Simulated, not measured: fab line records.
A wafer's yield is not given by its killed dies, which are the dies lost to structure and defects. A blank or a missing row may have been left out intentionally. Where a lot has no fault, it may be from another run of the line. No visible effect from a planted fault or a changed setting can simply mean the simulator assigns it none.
Chamber matching -- flow n5-finfet -- N5_PASSIVATION_PASS_ETCH_47 on rie-diel-05 has 4 sister chambers
The step etches SiNx in CF4/O2, target depth 770 nm, time 385 s. 4 wafers are shown with their chamber, then 8 later ones without.

EACH WAFER AND ITS CHAMBER
wafer,chamber,drypump-motor-current-A (A)
L078.2,2,6.7
L083.5,3,4.9
L086.2,1,5.8
L089.1,0,5.1

WAFERS WITHOUT THEIR CHAMBER
wafer,drypump-motor-current-A (A)
L089.2,5.0
L089.3,5.8
L088.1,6.7
L088.5,5.0
L088.6,5.1
L091.2,6.7
L091.5,5.8
L091.6,6.7

WHICH CHAMBER EACH ONE RAN IN
wafer,from the rows above,in truth
L089.2,can't be placed: 0 or 3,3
L089.3,1,1
L088.1,2,2
L088.5,can't be placed: 0 or 3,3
L088.6,0,0
L091.2,2,2
L091.5,1,1
L091.6,2,2
Correct placement for 6 of the 8. Unplaceable from these rows: 2, with the true chamber sitting among the candidates in 2. Number placed wrongly: 0.
How it was worked out, from the rows above alone: a wafer's distance from a chamber is the root of the sum, over the readings, of the square of ((its reading less the chamber's mean) divided by the reading's scatter). If the next closest chamber is less than 2 further off than the closest, the wafer can't be placed; otherwise it belongs to the closest. For every chamber, the mean is computed from those of its wafers that are shown. The scatter (one wafer shown for each chamber): square how far every hidden wafer sits from the nearest shown wafer, average those squares and take the square root.
